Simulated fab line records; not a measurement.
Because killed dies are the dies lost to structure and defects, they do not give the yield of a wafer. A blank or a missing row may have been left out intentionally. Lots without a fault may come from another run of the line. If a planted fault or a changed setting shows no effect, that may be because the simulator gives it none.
Lot-split experiment + flow n5-finfet + 7 lots, 21 wafers read, on a route of 1938 steps

## ON THE SPLIT
At N5_BEOL_M0_SAQP_COAT_08 (resist thk 90 nm), the setting spin-rpm was moved away from the recipe's 1500 rpm on 9 of the 21 wafers read, by +4.7% to +9.1%. The other wafers ran this setting at the recipe's value.

The split's own step is where the reading is taken.

## THE READING
CAR-ArF_of_BEOL_M0_SAQP_COAT_08.thk-nm (the simulator's own value, which no gauge read), in nm, at N5_BEOL_M0_SAQP_COAT_08 (resist thk 90 nm). The file does not state a usual value for it. Average 89.9 nm, standard deviation 0.21 nm, over the 12 wafers here run with the recipe.

| wafer  | tool, chamber at the split | spin-rpm as run, rpm | against the recipe | CAR-ArF_of_BEOL_M0_SAQP_COAT_08.thk-nm, nm | against lot-mates on the recipe |
|--------|----------------------------|----------------------|--------------------|--------------------------------------------|---------------------------------|
| L074.2 | litho-track-03, 0          | 1636                 | +9.1%              | 85.8                                       | -3.8                            |
| L074.3 | litho-track-03, 0          | 1636                 | +9.1%              | 85.8                                       | -3.8                            |
| L074.4 | litho-track-03, 0          | 1500                 | recipe             | 89.6                                       | -                               |
| L076.1 | litho-track-05, 0          | 1500                 | recipe             | 90.4                                       | -                               |
| L076.2 | litho-track-05, 0          | 1570                 | +4.7%              | 88.2                                       | -2.2                            |
| L076.4 | litho-track-05, 0          | 1570                 | +4.7%              | 88                                         | -2.4                            |
| L081.1 | litho-track-03, 0          | 1500                 | recipe             | 90                                         | -                               |
| L081.2 | litho-track-03, 0          | 1500                 | recipe             | 90                                         | -                               |
| L081.4 | litho-track-03, 0          | 1500                 | recipe             | 89.8                                       | -                               |
| L083.3 | litho-track-03, 0          | 1500                 | recipe             | 89.8                                       | -                               |
| L083.4 | litho-track-03, 0          | 1606                 | +7.1%              | 86.8                                       | -3.0                            |
| L083.6 | litho-track-03, 0          | 1606                 | +7.1%              | 86.8                                       | -3.0                            |
| L086.2 | litho-track-01, 0          | 1500                 | recipe             | 89.8                                       | -                               |
| L086.4 | litho-track-01, 0          | 1500                 | recipe             | 89.8                                       | -                               |
| L086.5 | litho-track-01, 0          | 1500                 | recipe             | 90                                         | -                               |
| L088.1 | litho-track-03, 0          | 1500                 | recipe             | 89.8                                       | -                               |
| L088.3 | litho-track-03, 0          | 1605                 | +7.0%              | 87                                         | -2.9                            |
| L088.4 | litho-track-03, 0          | 1500                 | recipe             | 90                                         | -                               |
| L090.2 | litho-track-03, 0          | 1634                 | +8.9%              | 85.8                                       | -3.8                            |
| L090.3 | litho-track-03, 0          | 1500                 | recipe             | 89.6                                       | -                               |
| L090.5 | litho-track-03, 0          | 1634                 | +8.9%              | 86                                         | -3.6                            |

FIT RESULTS
A straight line over all 21 wafers: CAR-ArF_of_BEOL_M0_SAQP_COAT_08.thk-nm changes by -0.44 nm for each +1% of spin-rpm; r = -0.99; the points scatter about the line by 0.2 nm.
The same after taking each lot's own level away (the mean of its wafers on the recipe; 21 wafers): -0.421 nm for each +1%; r = -1.00; scatter 0.13 nm.
According to that fit, moving spin-rpm by its largest amount changes the reading by 3.8 nm.
From 89.60 to 90.40 nm: that is the span of the lots' own levels, equal to 3.9 times the standard deviation above.
So the lot-to-lot level changes the slope little: the two slopes agree.
Check: -3.85 nm against its lot-mates is what the line predicts for one of the wafers moved furthest among these (+9.1%) when that wafer is left out of the fit. Against them it came out at -3.8 nm.

## THESE WAFERS: OTHER SPLITS
These wafers also went through other splits before the reading. Each is held against what the fit with the lots' levels taken away leaves over:
| other split on the same wafers          | wafers away from the commonest value | r with CAR-ArF_of_BEOL_M0_SAQP_COAT_08.thk-nm (lot level and that fit taken away) |
|-----------------------------------------|--------------------------------------|-----------------------------------------------------------------------------------|
| N5_MOL_CONTACT_COAG_ALD_133 ald-cycles  | 6                                    | -0.42                                                                             |
| N5_MOL_CONTACT_COAG_VIA_ETCH_117 bias-w | 6                                    | -0.51                                                                             |
| N5_BEOL_M0_SAQP_PECVD_96 time-s         | 4                                    | +0.00                                                                             |

## THE FILE'S OWN FIT
CAR-ArF_of_BEOL_M0_SAQP_COAT_08.thk-nm changes by -0.424 nm for each +1% of spin-rpm, r = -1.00.
